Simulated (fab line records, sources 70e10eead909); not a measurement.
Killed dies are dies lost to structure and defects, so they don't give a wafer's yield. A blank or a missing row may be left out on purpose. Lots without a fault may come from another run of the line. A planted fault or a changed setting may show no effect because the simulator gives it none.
fab line records | flow nand_harc
record lots=22 wafers=66 last_day=33
route steps=1302 shown A_CHANNEL_HOLE_D2@595 A_CHANNEL_FILL_D2@613 A_STAIRCASE@678
lots that met no fault: from a run of the same line without faults
start_h: hours from the record's first day to the start of the lot's first wafer shown | wait_h: hours since the lot's step before | " the same as in the row above | L1.1+2: a row that stands for several wafers | - no value, or no start given | * or withheld: withheld | < > ~ a bound
route shown NAME@n: a module of which the file shows steps, and the number in the route of the first | usual: mean/standard deviation of fault-free wafers | same: alike in all rows | chamber/n: place in a boat | sites: the reading at each site | _std_site: their standard deviation | _edge_site: outer sites' mean less inner sites' | radius_mm: how far each site lies from the wafer's centre | mask NAME#n: copy n | behind: the tool/chamber that last shaped the wafer | hold: why the lot was held/for how many hours/how that ended | device: the transistor (n, p or np) that didn't switch | end of line: the same wafers' tests at the end of the route | a step without rows: its recipe alone | killed: dies lost to structure and defects at the first sort, not the wafer's yield | map: a wafer's dies, x killed, . not, _ none there
set.NAME: the setting as run; set.NAME@STEP: as run at that earlier step | model.NAME: the simulator's own value behind a step, which no gauge read
steps of the route over a sample of lots; a table a step, a row a wafer
services: from which hour (start_h, from the record's first day; less than 0 if before it) a tool's chamber was out of use, for how many hours, and why
## steps
# step NHARC_A_CHANNEL_HOLE_D2_ETCH_23
# recipe bias_v=5000 source_w=withheld pressure_mtorr=20 time_s=819 ar_flow_sccm=375 c4f8_flow_sccm=89.3 o2_flow_sccm=35.7 temp_c=-20 target_depth_a=16000 chemistry=C4F8/O2/Ar
# usual drypump_motor_current_A=5.68/0.28 he_backside_leak_sccm=5.8/0.71 o2_flow_sccm=35.69/0.13 showerhead_plenum_p_Torr=3.642/0.029 throttle_valve_pct=32.154/0.0095
# columns lot.wafer tool chamber start_h wait_h drypump_motor_current_A he_backside_leak_sccm o2_flow_sccm rf_hours_counter_h showerhead_plenum_p_Torr throttle_valve_pct
L075.2 har_etch-02 0 298.16 0.5 5.34 7.1 35.90 365 3.666 32.149
L075.5 " 1 " " 6.06 6.2 35.58 - 3.690 32.177
L075.6 " 0 " " 5.31 7.0 35.68 - 3.666 32.150
L076.2 har_etch-02 1 315.34 0.5 6.07 6.0 35.41 372 3.686 32.151
L076.1 " 0 " " 5.32 7.4 35.72 372 3.662 32.159
L076.5 " 1 " " 6.06 5.9 35.56 - 3.685 32.158
L077.2 har_etch-01 1 323.61 0.5 5.66 5.4 35.70 166 3.638 32.152
L077.3 " 0 " " 5.63 5.7 35.64 - 3.692 32.157
L077.6 " 0 " " 5.64 5.2 35.60 - 3.693 32.148
L078.1 har_etch-02 0 332.12 0.5 5.33 7.1 35.47 384 3.656 32.145
L078.3 " 1 " " 6.05 5.4 35.58 - 3.680 32.161
L078.5 " 1 " " 6.08 6.1 35.60 - 3.679 32.151
L079.2 har_etch-02 1 346.34 0.5 6.07 5.4 35.63 392 3.675 32.159
L079.6 " 1 " " 6.09 5.7 35.85 - 3.675 32.164
L079.5 " 0 " " 5.32 7.5 35.49 - 3.652 32.166
L080.1 har_etch-01 0 358.17 0.5 5.63 5.5 35.63 185 3.683 32.150
L080.3 " 1 " " 5.66 5.2 35.46 - 3.627 32.176
L080.5 " 1 " " 5.65 5.3 35.60 - 3.627 32.162
L081.3 har_etch-01 0 369.16 0.5 5.64 5.5 35.74 - 3.678 32.167
L081.4 " 1 " " 5.68 5.2 35.63 - 3.623 32.160
L081.6 " 1 " " 5.66 5.7 35.49 - 3.623 32.142
L082.1 har_etch-02 0 371.95 0.5 5.32 7.2 35.43 407 3.643 32.156
L082.4 " 0 " " 5.33 7.3 35.49 - 3.643 32.151
L082.6 " 0 " " 5.33 7.2 35.56 - 3.643 32.150
L083.2 har_etch-02 0 396.82 0.5 5.30 6.0 35.71 1 3.641 32.171
L083.4 " 0 " " 5.33 5.8 35.59 - 3.641 32.161
L083.6 " 0 " " 5.33 6.2 35.71 - 3.641 32.165
L085.1 har_etch-02 0 401.86 0.5 5.33 5.7 35.75 5 3.639 32.168
L085.2 " 1 " " 6.06 4.7 35.55 5 3.662 32.151
L085.3 " 0 " " 5.33 5.7 35.74 - 3.639 32.153
L084.2 har_etch-01 1 403.58 0.5 5.66 5.5 35.64 219 3.609 32.156
L084.3 " 0 " " 5.60 6.0 35.63 - 3.663 32.155
L084.5 " 1 " " 5.66 5.3 35.49 - 3.609 32.162
L086.3 har_etch-02 0 416.85 0.5 5.34 5.8 35.58 - 3.635 32.145
L086.6 " 1 " " 6.06 4.8 35.89 - 3.658 32.160
L086.5 " 0 " " 5.33 5.9 35.71 - 3.635 32.141
L088.4 har_etch-02 0 447.17 0.5 5.33 5.7 35.79 - 3.627 32.156
L088.5 " 0 " " 5.34 5.6 35.80 - 3.627 32.169
L088.6 " 1 " " 6.06 5.1 35.82 - 3.650 32.150
L087.1 har_etch-01 0 447.79 0.5 5.66 6.0 35.90 241 3.652 32.155
L087.2 " 1 " " 5.66 5.8 35.85 241 3.597 32.162
L087.6 " 0 " " 5.64 5.3 35.77 - 3.651 32.153
L089.1 har_etch-02 0 451.22 0.5 5.31 5.7 35.67 32 3.625 32.165
L089.3 " 1 " " 6.10 4.9 35.64 - 3.648 32.129
L089.6 " 1 " " 6.10 4.9 35.71 - 3.648 32.158
L090.1 har_etch-01 1 452.08 0.5 5.66 6.0 35.91 245 3.595 32.152
L090.3 " 1 " " 5.68 5.8 35.77 - 3.595 32.158
L090.5 " 0 " " 5.63 5.9 35.59 - 3.650 32.157
L091.3 har_etch-02 1 465.45 0.5 6.09 5.1 35.95 - 3.642 32.142
L091.4 " 0 " " 5.32 5.9 35.79 - 3.619 32.139
L091.6 " 0 " " 5.32 6.0 35.79 - 3.618 32.160
L093.1 har_etch-02 0 475.79 0.5 5.34 5.7 35.65 51 3.614 32.160
L093.2 " 1 " " 6.10 4.8 35.71 51 3.638 32.146
L093.3 " 1 " " 6.06 4.8 35.79 - 3.638 32.159
L094.1 har_etch-01 1 486.87 0.5 5.65 5.9 35.70 269 3.583 32.139
L094.2 " 0 " " 5.64 6.4 35.85 269 3.637 32.144
L094.4 " 1 " " 5.66 5.8 35.65 - 3.583 32.171
L095.2 har_etch-02 0 495.37 0.5 5.33 6.1 35.64 63 3.608 32.168
L095.3 " 1 " " 6.02 5.0 35.61 - 3.632 32.146
L095.6 " 0 " " 5.33 5.9 35.52 - 3.608 32.153
L096.2 har_etch-02 1 516.89 0.5 6.06 4.8 35.78 67 3.629 32.150
L096.1 " 0 " " 5.32 6.1 35.67 67 3.607 32.151
L096.6 " 0 " " 5.34 6.0 35.66 - 3.607 32.161
L097.2 har_etch-01 1 517.24 0.5 5.63 6.0 35.53 280 3.576 32.150
L097.3 " 0 " " 5.63 6.2 35.65 - 3.631 32.134
L097.6 " 1 " " 5.67 6.1 35.63 - 3.577 32.158
# step NHARC_A_CHANNEL_HOLE_D2_STRIP_28
# recipe o2_flow_sccm=500 ar_flow_sccm=0 bias_w=0 chemistry=O2
# usual drypump_motor_current_A=5.8/0.49 o2_flow_sccm=500.0/1.4 oes_product_au=1.007/0.013 rf_vpp_V=57.9/0.96 showerhead_plenum_p_Torr=3.54/0.13 throttle_valve_pct=17.037/0.009
# columns lot.wafer tool chamber start_h wait_h drypump_motor_current_A o2_flow_sccm oes_product_au rf_hours_counter_h rf_vpp_V showerhead_plenum_p_Torr throttle_valve_pct
L075.2 rie_diel-13 1 - - 5.8 500.5 1.013 7.0 58.1 3.58 17.033
L075.5 " 0 " " 5.5 500.5 1.001 - 59.5 3.55 17.036
L075.6 " 1 " " 5.8 497.5 1.025 - 58.0 3.58 17.038
L076.2 rie_diel-13 3 - - 6.8 500.4 1.014 7.4 56.7 3.54 17.031
L076.1 " 1 " " 5.8 503.3 1.018 8.3 57.0 3.58 17.033
L076.5 " 3 " " 6.8 501.4 1.029 - 57.6 3.54 17.037
L077.3 rie_diel-07 0 - - 6.0 499.1 0.980 1.9 59.2 3.41 17.033
L077.2 " 1 " " 6.3 501.2 1.002 1.7 57.0 3.77 17.045
L077.6 " 3 " " 5.7 499.5 0.982 - 57.6 3.34 17.023
L078.3 rie_diel-13 0 - - 5.5 498.6 1.007 8.7 60.4 3.54 17.026
L078.1 " 2 " " 5.8 499.0 1.005 7.3 57.6 3.37 17.036
L078.5 " 0 " " 5.5 500.5 0.999 - 56.8 3.54 17.035
L079.2 rie_diel-07 2 - - 5.2 499.2 1.000 3.4 57.4 3.53 17.045
L079.6 " 3 " " 5.7 500.0 0.999 - 57.3 3.34 17.032
L079.5 " 0 " " 6.0 500.4 0.994 - 56.8 3.41 17.037
L080.1 rie_diel-07 3 - - 5.7 497.4 0.986 3.7 58.6 3.34 17.050
L080.3 " 0 " " 6.0 500.7 0.979 3.4 58.1 3.41 17.036
L080.5 " 3 " " 5.7 497.8 0.995 - 57.2 3.34 17.034
L081.3 rie_diel-07 0 - - 6.0 499.6 0.983 4.2 57.8 3.41 17.055
L081.4 " 2 " " 5.2 498.5 1.008 4.7 57.8 3.52 17.046
L081.6 " 3 " " 5.7 499.5 0.990 - 57.7 3.34 17.023
L082.1 rie_diel-13 2 - - 5.8 498.3 1.016 1.4 57.3 3.37 17.027
L082.4 " 3 " " 6.8 500.2 1.023 - 57.5 3.54 17.030
L082.6 " 2 " " 5.8 497.9 1.017 - 56.2 3.37 17.028
L083.2 rie_diel-08 3 - - 5.1 500.4 1.012 1.5 58.5 3.51 17.034
L083.4 " 2 " " 6.8 499.5 1.010 1.7 57.8 3.77 17.044
L083.6 " 3 " " 5.1 501.3 1.018 - 59.5 3.51 17.042
L085.1 rie_diel-13 0 - - 5.5 499.6 1.016 2.7 59.8 3.54 17.045
L085.3 " 1 " " 5.8 500.6 1.009 3.7 56.8 3.58 17.047
L085.2 " 3 " " 6.8 503.4 1.013 2.9 59.2 3.54 17.051
L084.2 rie_diel-08 1 - - 5.5 501.1 1.006 2.0 57.9 3.68 17.033
L084.3 " 2 " " 6.8 501.7 1.022 1.9 58.8 3.76 17.039
L084.5 " 3 " " 5.1 500.3 1.013 - 58.2 3.51 17.036
L086.3 rie_diel-07 0 - - 6.0 498.2 0.990 7.0 58.6 3.41 17.043
L086.5 " 2 " " 5.2 500.0 1.005 - 57.1 3.52 17.036
L086.6 " 3 " " 5.7 499.3 0.993 - 56.4 3.34 17.043
L088.4 rie_diel-13 1 - - 5.8 497.4 1.013 5.6 59.2 3.58 17.042
L088.5 " 3 " " 6.8 497.3 1.017 - 57.1 3.54 17.029
L088.6 " 0 " " 5.5 501.7 1.022 - 59.0 3.54 17.031
L087.2 rie_diel-08 0 - - 5.9 498.2 1.024 5.0 58.9 3.70 17.030
L087.1 " 1 " " 5.5 499.7 0.998 5.0 60.0 3.68 17.031
L087.6 " 1 " " 5.5 500.5 1.001 - 58.0 3.68 17.042
L089.1 rie_diel-08 1 - - 5.5 500.6 1.005 5.1 60.2 3.68 17.042
L089.3 " 2 " " 6.8 501.1 1.019 5.3 58.3 3.76 17.050
L089.6 " 1 " " 5.6 501.4 1.001 - 58.1 3.68 17.035
L090.3 rie_diel-13 2 - - 5.8 500.4 1.027 4.7 57.1 3.37 17.019
L090.1 " 3 " " 6.8 503.0 1.016 4.8 55.2 3.54 17.044
L090.5 " 0 " " 5.5 498.5 1.019 - 58.7 3.54 17.031
L091.4 rie_diel-13 1 - - 5.8 499.1 1.005 7.0 57.8 3.58 17.037
L091.3 " 3 " " 6.7 501.9 1.015 6.4 58.3 3.53 17.033
L091.6 " 0 " " 5.5 500.1 1.006 - 57.8 3.54 17.044
L093.2 rie_diel-08 0 - - 5.9 499.5 1.012 6.9 57.8 3.70 17.045
L093.1 " 1 " " 5.5 500.9 0.999 6.5 59.2 3.68 17.028
L093.3 " 2 " " 6.8 504.9 1.009 7.1 59.1 3.76 17.031
L094.2 rie_diel-13 2 - - 5.8 497.6 1.020 7.4 57.6 3.37 17.023
L094.1 " 0 " " 5.5 501.8 1.007 8.3 57.1 3.54 17.040
L094.4 " 1 " " 5.8 499.4 1.024 - 57.1 3.57 17.007
L095.2 rie_diel-07 1 - - 6.3 501.0 0.995 0.5 60.1 3.77 17.035
L095.3 " 3 " " 5.7 498.8 0.987 0.5 58.7 3.33 17.035
L095.6 " 1 " " 6.3 500.0 0.991 - 58.8 3.77 17.036
L096.2 rie_diel-08 3 - - 5.1 499.7 1.008 8.7 57.1 3.50 17.031
L096.1 " 0 " " 5.9 500.6 1.007 8.8 59.1 3.70 17.046
L096.6 " 2 " " 6.8 499.3 1.002 - 57.3 3.76 17.044
L097.3 rie_diel-07 1 - - 6.3 499.2 0.989 2.0 57.8 3.77 17.041
L097.2 " 3 " " 5.7 498.3 0.982 2.4 57.7 3.33 17.040
L097.6 " 1 " " 6.3 497.9 0.979 - 58.0 3.77 17.029
# step NHARC_A_CHANNEL_FILL_D2_ALD_03
# recipe target_thk_a=60 pulse_time_s=60 ald_cycles=58 temp_c=630 pressure_torr=2 material=SiNx
# usual precursor_pulse_height_rel=1.000/0.019 susceptor_temp_C=630.13/0.25
# columns lot.wafer tool chamber start_h wait_h precursor_pulse_height_rel susceptor_temp_C
L075.2 ald_sin_batch-01 0 - - 1.007 630.03
L075.5 " 0 " " 1.022 630.33
L075.6 " 0 " " 1.009 630.14
L076.1 ald_sin_batch-02 0 - - 1.023 630.47
L076.2 " 0 " " 0.996 630.22
L076.5 " 0 " " 0.997 630.40
L077.2 ald_sin_batch-03 0 - - 0.997 629.85
L077.3 " 0 " " 0.983 629.75
L077.6 " 0 " " 0.990 630.22
L078.1 ald_sin_batch-01 0 - - 1.019 629.92
L078.3 " 0 " " 1.055 630.69
L078.5 " 0 " " 1.011 630.13
L079.2 ald_sin_batch-02 0 - - 1.024 629.96
L079.5 " 0 " " 1.025 630.24
L079.6 " 0 " " 1.002 630.36
L080.1 ald_sin_batch-01 0 - - 0.995 -
L080.3 " 0 " " 1.022 -
L080.5 " 0 " " 0.986 -
L081.3 ald_sin_batch-01 0 - - 0.983 630.43
L081.4 " 0 " " 0.983 630.30
L081.6 " 0 " " 0.995 630.08
L082.1 ald_sin_batch-03 0 - - 1.028 630.12
L082.4 " 0 " " 1.004 630.26
L082.6 " 0 " " 0.985 630.28
L083.2 ald_sin_batch-03 0 - - 1.001 630.03
L083.4 " 0 " " 0.985 630.07
L083.6 " 0 " " 0.989 629.96
L084.2 ald_sin_batch-01 0 - - 1.013 630.12
L084.3 " 0 " " 0.994 629.98
L084.5 " 0 " " 1.000 629.96
L085.1 ald_sin_batch-01 0 - - 1.020 630.36
L085.2 " 0 " " 1.009 630.42
L085.3 " 0 " " 1.007 629.81
L086.3 ald_sin_batch-03 0 - - 0.966 -
L086.5 " 0 " " 0.994 -
L086.6 " 0 " " 1.022 -
L087.1 ald_sin_batch-01 0 - - 0.986 -
L087.2 " 0 " " 0.994 -
L087.6 " 0 " " 0.984 -
L088.4 ald_sin_batch-01 0 - - 0.967 -
L088.5 " 0 " " 1.037 -
L088.6 " 0 " " 1.013 -
L089.1 ald_sin_batch-01 0 - - 1.017 629.73
L089.3 " 0 " " 1.031 629.42
L089.6 " 0 " " 0.990 629.84
L090.1 ald_sin_batch-01 0 - - 0.978 630.49
L090.3 " 0 " " 1.023 630.25
L090.5 " 0 " " 1.011 630.35
L091.3 ald_sin_batch-03 0 - - 1.031 630.23
L091.4 " 0 " " 1.000 629.81
L091.6 " 0 " " 1.030 629.69
L093.1 ald_sin_batch-03 0 - - 0.988 -
L093.2 " 0 " " 0.972 -
L093.3 " 0 " " 1.005 -
L094.1 ald_sin_batch-03 0 - - 0.984 -
L094.2 " 0 " " 1.011 -
L094.4 " 0 " " 0.994 -
L095.2 ald_sin_batch-01 0 - - 0.986 -
L095.3 " 0 " " 0.969 -
L095.6 " 0 " " 0.996 -
L096.1 ald_sin_batch-02 0 - - 0.979 629.96
L096.2 " 0 " " 0.991 630.00
L096.6 " 0 " " 1.013 629.79
L097.2 ald_sin_batch-02 0 - - 0.991 629.86
L097.3 " 0 " " 0.998 629.84
L097.6 " 0 " " 0.961 630.06
# step NHARC_A_CHANNEL_FILL_D2_ALD_25
# recipe target_thk_a=600 pulse_time_s=10 ald_cycles=600 temp_c=300 material=SiOx
# usual heater_power_w=464/37 precursor_pulse_height_rel=0.998/0.02 susceptor_temp_C=300.03/0.21
# columns lot.wafer tool chamber start_h wait_h heater_power_w precursor_pulse_height_rel susceptor_temp_C
L075.2 ald_hk-04 3 344.44 0.7 434 1.038 300.16
L075.6 " 2 346.27 2.5 489 0.997 300.00
L075.5 " 3 " " 435 1.000 299.98
L076.2 ald_hk-04 3 359.55 0.1 433 0.977 299.85
L076.1 " 0 " " 482 1.002 300.27
L076.5 " 0 362.61 3.1 480 0.999 300.44
L077.3 ald_hk-02 1 364.74 1.3 518 1.018 -
L077.2 " 2 " " 478 0.942 -
L077.6 " 3 " " 423 1.007 -
L078.3 ald_hk-04 0 377.09 1.3 487 0.977 300.22
L078.1 " 1 " " 501 1.008 300.24
L078.5 " 2 " " 511 0.989 300.18
L079.2 ald_hk-04 3 388.77 1.9 456 1.014 -
L079.5 " 0 " " 480 1.003 -
L079.6 " 1 " " 501 0.998 -
L080.3 ald_hk-04 1 401.53 0.1 519 0.964 300.07
L080.1 " 0 403.39 1.9 489 1.024 299.60
L080.5 " 2 404.63 3.2 492 0.997 300.08
L081.3 ald_hk-02 2 414.20 0.7 463 0.987 300.23
L081.4 " 3 " " 418 1.002 300.24
L081.6 " 1 416.04 2.6 529 0.995 300.23
L082.4 ald_hk-04 3 414.20 0.7 434 0.986 300.13
L082.1 " 1 415.42 1.9 498 0.989 300.02
L082.6 " 2 " " 495 1.012 300.33
L083.2 ald_hk-01 1 438.65 1.3 452 1.030 299.84
L083.4 " 2 " " 442 0.981 299.81
L083.6 " 3 " " 470 0.962 300.44
L085.3 ald_hk-01 0 441.53 0.1 382 1.019 300.04
L085.2 " 1 " " 460 0.994 299.96
L085.1 " 3 443.37 1.9 475 1.005 300.25
L084.2 ald_hk-04 1 445.01 3.5 490 0.983 299.87
L084.3 " 2 " " 492 1.017 300.35
L084.5 " 0 446.88 5.4 502 1.025 299.90
L086.3 ald_hk-01 2 458.65 1.3 463 0.992 299.82
L086.6 " 0 459.89 2.5 395 1.011 300.13
L086.5 " 1 " " 462 0.998 299.96
L087.1 ald_hk-01 3 487.84 0.7 468 1.009 299.87
L087.2 " 0 " " 386 0.959 299.94
L087.6 " 2 489.70 2.5 444 1.018 300.19
L088.4 ald_hk-02 3 488.46 1.3 416 1.014 299.94
L088.5 " 1 489.70 2.5 504 0.983 300.10
L088.6 " 2 " " 461 0.982 300.18
L089.1 ald_hk-01 3 491.90 0.4 463 0.980 299.73
L089.3 " 2 493.74 2.2 452 0.998 299.95
L089.6 " 0 494.96 3.4 386 1.011 299.93
L090.3 ald_hk-04 2 492.19 0.7 523 1.026 299.99
L090.1 " 3 " " 444 0.971 300.32
L090.5 " 2 494.68 3.2 494 1.012 300.05
L091.3 ald_hk-01 1 505.90 0.1 463 0.989 300.10
L091.4 " 2 " " 441 1.017 300.09
L091.6 " 2 508.99 3.1 451 0.960 300.23
L093.3 ald_hk-01 3 516.66 0.7 457 0.975 300.03
L093.1 " 0 " " 386 1.011 299.91
L093.2 " 1 " " 452 0.983 300.06
L094.2 ald_hk-04 3 527.96 0.1 444 1.018 299.95
L094.1 " 1 529.20 1.3 490 1.039 300.14
L094.4 " 2 " " 525 1.000 299.85
L095.2 ald_hk-01 2 536.04 0.7 440 0.996 -
L095.3 " 0 537.25 1.9 374 1.012 -
L095.6 " 2 538.46 3.1 453 0.991 -
L097.2 ald_hk-02 2 558.65 0.1 476 1.016 300.11
L097.3 " 1 560.49 1.9 535 1.022 300.30
L097.6 " 3 561.71 3.1 432 1.002 300.14
L096.2 ald_hk-04 2 558.65 0.1 513 1.035 299.76
L096.1 " 0 559.88 1.3 492 0.990 299.97
L096.6 " 3 561.73 3.1 440 1.030 299.98
# step NHARC_A_STAIRCASE_ETCH_21
# recipe target_depth_a=1000 time_s=40.5 ion_energy_ev=400 c4f8_flow_sccm=20 o2_flow_sccm=10 ar_flow_sccm=withheld rf_w=600 bias_w=1000 chemistry=C4F8/O2
# usual oes_product_au=0.956/0.018 rf_vpp_V=896/6.7
# columns lot.wafer tool chamber start_h wait_h oes_product_au rf_hours_counter_h rf_vpp_V
L075.2 rie_diel-12 0 - - 0.948 33 906
L075.6 " 3 " " 0.954 - 888
L075.5 " 0 " " 0.935 - 903
L076.2 rie_diel-12 2 - - 0.948 48 891
L076.1 " 0 " " 0.924 38 905
L076.5 " 1 " " 0.933 - 900
L077.2 rie_diel-01 0 - - 0.921 46 898
L077.3 " 1 " " 0.940 54 888
L077.6 " 2 " " 0.950 - 888
L078.1 rie_diel-06 1 - - 0.927 16 897
L078.3 " 3 " " 0.930 24 891
L078.5 " 1 " " 0.922 - 897
L079.2 rie_diel-01 1 - - 0.960 6 889
L079.6 " 2 " " 0.976 - 887
L079.5 " 1 " " 0.971 - 888
L080.1 rie_diel-06 3 - - 0.990 31 892
L080.3 " 1 " " 0.952 26 896
L080.5 " 0 " " 0.988 - 892
L081.4 rie_diel-06 0 - - 0.949 40 893
L081.3 " 2 " " 0.949 36 902
L081.6 " 0 " " 0.947 - 889
L082.1 rie_diel-01 3 - - 0.958 14 903
L082.4 " 1 " " 0.953 13 888
L082.6 " 2 " " 0.931 - 886
L083.2 rie_diel-01 2 - - 0.950 18 886
L083.4 " 0 " " 0.944 24 898
L083.6 " 1 " " 0.949 - 888
L085.3 rie_diel-06 2 - - 0.965 45 904
L085.2 " 3 " " 0.980 45 891
L085.1 " 0 " " 0.988 53 889
L084.2 rie_diel-12 2 - - 0.964 1 890
L084.3 " 3 " " 0.970 1 905
L084.5 " 1 " " 0.939 - 901
L086.3 rie_diel-06 1 - - 0.952 43 896
L086.6 " 0 " " 0.952 - 890
L086.5 " 1 " " 0.948 - 896
L087.2 rie_diel-01 3 - - 0.953 38 904
L087.1 " 1 " " 0.956 41 888
L087.6 " 0 " " 0.957 - 897
L088.4 rie_diel-12 3 - - 0.946 16 906
L088.5 " 3 " " 0.955 - 904
L088.6 " 0 " " 0.953 - 904
L090.1 rie_diel-01 2 - - 0.989 39 888
L090.3 " 0 " " 0.956 42 898
L090.5 " 3 " " 0.980 - 905
L089.1 rie_diel-06 1 - - 0.949 8 895
L089.3 " 0 " " 0.977 8 891
L089.6 " 1 " " 0.950 - 896
L091.3 rie_diel-01 2 - - 0.950 43 886
L091.4 " 3 " " 0.963 - 904
L091.6 " 1 " " 0.952 - 888
L093.3 rie_diel-06 2 - - 0.977 16 902
L093.2 " 0 " " 0.973 16 891
L093.1 " 1 " " 0.958 16 895
L094.4 rie_diel-01 1 - - 0.990 55 888
L094.2 " 3 " " 0.981 56 903
L094.1 " 0 " " 0.968 47 896
L095.2 rie_diel-12 2 - - 0.972 36 892
L095.3 " 3 " " 0.988 30 906
L095.6 " 3 " " 1.003 - 905
L097.2 rie_diel-12 1 - - 0.944 39 899
L097.3 " 2 " " 0.939 42 890
L097.6 " 3 " " 0.953 - 903
L096.1 rie_diel-06 3 - - 0.936 21 890
L096.2 " 0 " " 0.965 30 889
L096.6 " 3 " " 0.936 - 890
# step NHARC_A_STAIRCASE_TRIM_26
# recipe time_s=211.2 o2_flow_sccm=500 ar_flow_sccm=0 bias_w=0 chemistry=O2
# usual drypump_motor_current_A=5.8/0.33 o2_flow_sccm=500.2/1.5 oes_product_au=1.005/0.01 rf_vpp_V=57.8/0.96 showerhead_plenum_p_Torr=3.52/0.19 throttle_valve_pct=17.037/0.0089
# columns lot.wafer tool chamber start_h wait_h drypump_motor_current_A o2_flow_sccm oes_product_au rf_hours_counter_h rf_vpp_V showerhead_plenum_p_Torr throttle_valve_pct
L075.2 rie_diel-12 3 - - 5.8 499.0 1.014 35 56.9 3.28 17.038
L075.5 " 2 " " 6.2 501.1 1.005 - 58.1 3.39 17.037
L075.6 " 3 " " 5.8 498.8 0.998 - 55.4 3.28 17.049
L076.2 rie_diel-12 1 - - 5.8 500.3 0.994 47 58.7 3.65 17.028
L076.1 " 0 " " 5.9 499.2 0.987 39 59.0 3.79 17.041
L076.5 " 2 " " 6.2 501.7 1.007 - 57.8 3.39 17.029
L077.3 rie_diel-01 2 - - 5.7 498.4 1.006 43 56.9 3.29 17.028
L077.2 " 0 " " 5.4 500.4 1.002 46 58.4 3.56 17.054
L077.6 " 1 " " 6.4 500.4 1.013 - 57.2 3.35 17.037
L078.1 rie_diel-06 2 - - 5.0 501.5 1.011 26 59.3 3.76 17.033
L078.3 " 3 " " 5.9 502.0 1.015 24 58.8 3.42 17.036
L078.5 " 1 " " 5.7 502.1 1.008 - 57.9 3.53 17.057
L079.2 rie_diel-01 3 - - 5.8 502.6 1.019 5 59.9 3.78 17.036
L079.5 " 1 " " 6.4 502.2 1.002 - 57.3 3.34 17.032
L079.6 " 2 " " 5.7 500.2 1.011 - 57.4 3.29 17.026
L080.1 rie_diel-06 2 - - 5.0 498.8 1.010 35 57.7 3.75 17.031
L080.3 " 1 " " 5.7 501.5 0.995 27 56.9 3.52 17.052
L080.5 " 2 " " 5.0 499.6 1.007 - 58.5 3.75 17.031
L081.3 rie_diel-06 0 - - 5.6 501.4 1.004 40 56.1 3.40 17.028
L081.4 " 1 " " 5.7 499.3 1.013 28 56.1 3.52 17.040
L081.6 " 0 " " 5.6 499.5 1.006 - 56.0 3.40 17.047
L082.1 rie_diel-01 3 - - 5.8 497.3 1.020 14 58.4 3.77 17.024
L082.4 " 1 " " 6.4 499.4 1.009 13 56.3 3.34 17.029
L082.6 " 2 " " 5.7 500.4 1.006 - 57.7 3.29 17.047
L083.2 rie_diel-01 0 - - 5.4 502.3 0.987 24 58.0 3.55 17.030
L083.4 " 1 " " 6.4 500.7 0.999 22 58.7 3.33 17.050
L083.6 " 3 " " 5.8 498.5 1.005 - 58.9 3.77 17.039
L085.2 rie_diel-06 2 - - 5.0 502.4 1.011 45 60.2 3.75 17.034
L085.3 " 0 " " 5.6 501.4 1.009 53 57.0 3.39 17.027
L085.1 " 1 " " 5.7 502.2 1.004 39 57.8 3.52 17.040
L084.2 rie_diel-12 3 - - 5.8 499.9 1.020 1 59.4 3.81 17.028
L084.3 " 1 " " 5.8 499.8 0.989 1 59.3 3.64 17.024
L084.5 " 0 " " 5.9 499.1 0.985 - 58.8 3.77 17.022
L086.3 rie_diel-06 3 - - 5.9 502.5 1.016 51 59.3 3.40 17.032
L086.6 " 0 " " 5.6 497.5 1.015 - 56.3 3.39 17.038
L086.5 " 1 " " 5.7 497.1 1.004 - 56.9 3.51 17.052
L087.2 rie_diel-01 2 - - 5.7 499.1 1.011 38 57.8 3.27 17.037
L087.1 " 3 " " 5.8 500.5 1.006 38 59.5 3.76 17.049
L087.6 " 2 " " 5.7 498.6 1.005 - 56.4 3.27 17.041
L088.4 rie_diel-12 3 - - 5.8 499.4 1.024 17 57.7 3.80 17.026
L088.6 " 0 " " 5.9 498.9 0.983 - 57.5 3.76 17.036
L088.5 " 1 " " 5.8 501.0 0.979 - 57.8 3.63 17.036
L090.1 rie_diel-01 2 - - 5.7 501.0 1.009 39 58.1 3.27 17.036
L090.3 " 3 " " 5.8 497.5 1.023 40 58.1 3.76 17.038
L090.5 " 1 " " 6.4 499.9 1.022 - 56.9 3.32 17.036
L089.3 rie_diel-06 3 - - 5.9 500.2 0.990 0 56.2 3.40 17.036
L089.1 " 0 " " 5.6 500.5 1.012 8 57.1 3.38 17.043
L089.6 " 0 " " 5.6 500.3 1.014 - 57.7 3.38 17.041
L091.3 rie_diel-01 1 - - 6.4 503.3 1.013 45 55.7 3.32 17.045
L091.4 " 3 " " 5.8 496.3 1.016 - 56.7 3.76 17.048
L091.6 " 1 " " 6.4 498.3 1.016 - 57.6 3.32 17.028
L093.3 rie_diel-06 0 - - 5.6 500.8 1.009 17 57.3 3.38 17.041
L093.1 " 1 " " 5.7 501.2 0.995 17 56.9 3.50 17.040
L093.2 " 2 " " 5.0 501.4 0.997 17 58.8 3.73 17.028
L094.1 rie_diel-01 3 - - 5.8 499.5 1.013 57 58.3 3.75 17.037
L094.4 " 0 " " 5.4 498.4 1.006 47 56.8 3.54 17.029
L094.2 " 1 " " 6.4 497.9 1.017 55 57.7 3.32 17.034
L095.3 rie_diel-12 0 - - 5.9 498.9 0.996 34 58.6 3.75 17.028
L095.2 " 1 " " 5.8 502.3 0.991 34 57.8 3.62 17.034
L095.6 " 3 " " 5.8 499.6 1.018 - 57.8 3.79 17.044
L097.3 rie_diel-12 2 - - 6.2 501.5 1.009 42 57.2 3.36 17.031
L097.2 " 0 " " 5.9 499.3 0.986 39 58.4 3.75 17.044
L097.6 " 2 " " 6.2 502.5 1.005 - 57.2 3.36 17.047
L096.2 rie_diel-06 2 - - 5.0 500.3 0.992 30 58.6 3.73 17.050
L096.1 " 0 " " 5.6 500.8 1.018 30 58.6 3.37 17.031
L096.6 " 2 " " 5.0 499.2 1.006 - 57.8 3.73 17.018
## services
# columns tool chamber start_h hours kind
rie_diel-06 1 277.30 2.3 repair
rie_diel-06 1 283.67 51.5 repair
rie_diel-01 2 288.57 21.9 repair
rie_diel-01 0 306.25 14.8 repair
rie_diel-06 - 307.20 9.0 pm
ald_sin_batch-01 - 312.16 2.8 repair
rie_diel-06 1 354.02 13.4 repair
rie_diel-06 3 365.97 9.2 repair
rie_diel-01 3 377.64 4.2 repair
har_etch-02 - 378.38 17.0 pm
rie_diel-01 - 381.57 9.0 pm
rie_diel-01 0 401.71 7.1 repair
ald_hk-04 - 433.76 10.0 pm
rie_diel-06 - 441.74 0.7 repair
rie_diel-12 - 445.49 9.0 pm
rie_diel-01 - 451.33 0.6 repair
rie_diel-12 1 466.41 5.9 repair
rie_diel-06 - 484.22 9.0 pm
rie_diel-06 3 496.22 11.6 repair
ald_sin_batch-01 - 506.78 26.0 pm
rie_diel-01 0 510.51 23.1 repair
rie_diel-01 1 511.08 4.7 repair
rie_diel-06 3 554.15 5.6 repair
rie_diel-01 - 558.68 9.0 pm
## key
fault none
